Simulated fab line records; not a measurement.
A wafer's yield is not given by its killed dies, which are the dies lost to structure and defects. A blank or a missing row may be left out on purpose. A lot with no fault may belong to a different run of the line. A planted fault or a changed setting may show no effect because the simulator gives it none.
Which of the tools did it? -- flow n5 finfet -- 33 wafers from 11 lots sampled at 3 of the route's 1938 steps

== WHAT THE GAUGES SHOWED, per wafer ==
N5_BEOL_M14_OVL_MEAS_29.
lot,measured,on,M14_OVL (nm)
L102,day 12 06:27,overlay-02,0 13 1
L103,day 12 06:50,overlay-01,3 5 9
L104,day 12 23:09,overlay-02,-1 -5 -3
L106,day 12 23:40,overlay-01,3 7 5
L108,day 13 22:55,overlay-01,49 50 47
L111,day 14 07:37,overlay-01,47 44 47
L117,day 15 18:23,overlay-01,2 -1 -5
L120,day 16 09:00,overlay-01,-6 2 0
L119,day 16 12:28,overlay-02,2 -4 2
L121,day 16 12:44,overlay-01,8 8 4
L122,day 16 18:55,overlay-02,-2 -6 -2

== EACH LOT AND THE TOOL THAT RAN IT (in order: tool; ch and the chambers of the sampled wafers; start) ==
lot,N5_BEOL_M14_STRIP_64,N5_BEOL_M14_EXPOSE_25
L102,"rie diel-05 ch 1,2,3, day 12 06:15 or earlier","krf scanner-01 ch 0, day 12 06:15"
L103,"rie diel-01 ch 0,2, day 12 06:38 or earlier","krf scanner-01 ch 0, day 12 06:38"
L104,"rie diel-02 ch 0,1,2, day 12 22:57 or earlier","krf scanner-02 ch 0, day 12 22:57"
L106,"rie diel-01 ch 1,3, day 12 23:28 or earlier","krf scanner-02 ch 0, day 12 23:28"
L108,"rie diel-02 ch 0,1,3, day 13 22:43 or earlier","krf scanner-02 ch 0, day 13 22:43"
L111,"rie diel-05 ch 2,3, day 14 07:25 or earlier","krf scanner-02 ch 0, day 14 07:25"
L117,"rie diel-05 ch 1,3, day 15 18:11 or earlier","krf scanner-01 ch 0, day 15 18:11"
L120,"rie diel-02 ch 0,1, day 16 08:49 or earlier","krf scanner-01 ch 0, day 16 08:49"
L119,"rie diel-01 ch 0,3, day 16 12:16 or earlier","krf scanner-01 ch 0, day 16 12:16"
L121,"rie diel-05 ch 1,2,3, day 16 12:32 or earlier","krf scanner-01 ch 0, day 16 12:32"
L122,"rie diel-01 ch 0,3, day 16 18:43 or earlier","krf scanner-01 ch 0, day 16 18:43"
- N5_BEOL_M14_STRIP_64: strips in O2.
- N5_BEOL_M14_EXPOSE_25: exposes mask M14, target cd 280 nm.

== WHAT THE TOOLS THEMSELVES READ (means of the sampled wafers that have a number; where no wafer has one, the mark that the record gives instead) ==
N5_BEOL_M14_STRIP_64.
lot,tool,drypump motor current A (A),oes product au (a.u.),rf vpp V (V),showerhead plenum p Torr (Torr),throttle valve pct (%)
L102,rie diel-05,6.1,0.78,3.4,2.16,16.57
L103,rie diel-01,5.5,0.70,3.5,2.02,16.78
L104,rie diel-02,6.1,0.77,3.8,2.15,16.45
L106,rie diel-01,5.4,0.80,3.5,2.07,16.47
L108,rie diel-02,6.2,0.79,3.2,2.19,16.52
L111,rie diel-05,6.0,0.82,3.9,2.22,16.61
L117,rie diel-05,6.4,0.91,3.6,2.11,16.10
L120,rie diel-02,6.3,0.89,3.6,2.16,16.09
L119,rie diel-01,6.2,0.71,3.7,2.04,16.71
L121,rie diel-05,6.1,0.91,4.1,2.14,16.30
L122,rie diel-01,6.2,0.71,3.4,2.04,16.72

== THE ANSWER, worked out from the rows above alone ==
Rule: the usual values come from the lots themselves. Put in order of their means at a reading, lots are off if they are a third of the lots or fewer, leave a main group of 4 or more, and stand apart from it by a gap of 3 or more times the standard deviation of the main group's means; of several such gaps the widest counts. A main group whose means are all the same, to the digits that the tables above print for the reading, isn't used. Also off: a lot with no number at a reading for which 4 or more lots have one. All remaining lots with rows at the step are treated as sound. After the gauges, taken in route order, come the tools' own readings; for these a lot's mean is taken, as printed above. At the first step where some lot is off, the reading lying furthest off is the one used; lots without a number count as furthest.
Off: at N5_BEOL_M14_OVL_MEAS_29 (M14_OVL), L108, L111. Main group: mean 1 nm, sd 3.8.
A tool fits if, at a process step before that reading, it ran every lot that is off, and no sound lot after the first of them. Gauges at N5_BEOL_M14_OVL_MEAS_29: tried the same way as those tools. With no start given for some of its lots, N5_BEOL_M14_STRIP_64 uses the hours and lot order of N5_BEOL_M14_EXPOSE_25. One fits: N5_BEOL_M14_EXPOSE_25 on krf scanner-02. Its last sound lot is L106 (day 12 23:28), its first lot that is off L108 (day 13 22:43): a fault that began between those two fits.

== WHAT HAD BEEN PUT IN BY THE SIMULATOR ==
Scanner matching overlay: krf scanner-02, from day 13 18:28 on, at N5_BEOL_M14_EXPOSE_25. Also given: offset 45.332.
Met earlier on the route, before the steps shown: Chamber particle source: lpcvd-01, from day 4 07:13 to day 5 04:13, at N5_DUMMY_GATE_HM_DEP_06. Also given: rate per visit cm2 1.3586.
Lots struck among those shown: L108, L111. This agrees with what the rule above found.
